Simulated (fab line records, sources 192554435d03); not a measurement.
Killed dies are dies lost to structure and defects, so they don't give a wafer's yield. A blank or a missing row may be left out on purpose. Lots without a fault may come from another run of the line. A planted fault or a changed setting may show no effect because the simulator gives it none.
Chamber matching | flow n5_finfet | N5_BEOL_M1_ETCH_69 on rie_diel-01: 4 sister chambers
The step etches SiARC in CF4, target depth 15.6 nm, time 26 s. 4 wafers are shown with their chamber, then 9 later ones without.

WAFERS WITH THEIR CHAMBER
wafer  | chamber | throttle_valve_pct (%)
L078.5 | 1       | 15.67
L080.6 | 2       | 15.77
L086.4 | 0       | 15.73
L086.5 | 3       | 15.36

WAFERS WITHOUT THEIR CHAMBER
wafer  | throttle_valve_pct (%)
L089.1 | 15.36
L089.2 | 15.83
L089.5 | 15.36
L092.1 | 15.37
L092.3 | 15.85
L092.5 | 15.36
L097.2 | 15.78
L097.4 | 15.38
L097.6 | 15.78

WHICH CHAMBER EACH WENT THROUGH
wafer  | from the rows above     | in truth
L089.1 | 3                       | 3
L089.2 | can't be placed: 2 or 0 | 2
L089.5 | 3                       | 3
L092.1 | 3                       | 3
L092.3 | can't be placed: 2 or 0 | 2
L092.5 | 3                       | 3
L097.2 | can't be placed: 2 or 0 | 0
L097.4 | 3                       | 3
L097.6 | can't be placed: 2 or 0 | 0
Placed correctly: 5 of 9. Can't be placed from these rows: 4 (the true chamber is among the candidates in 4). Placed wrongly: 0.
How it was worked out, from the rows above alone: a wafer's distance from a chamber is the root of the sum, over the readings, of the square of ((its reading less the chamber's mean) divided by the reading's scatter). The wafer belongs to the nearest chamber; if the next one is less than 2 further off, it can't be placed. A chamber's mean is the mean of its shown wafers. The scatter: with one shown wafer a chamber, the root of the mean of the squares of how far each hidden wafer lies from its nearest shown one.
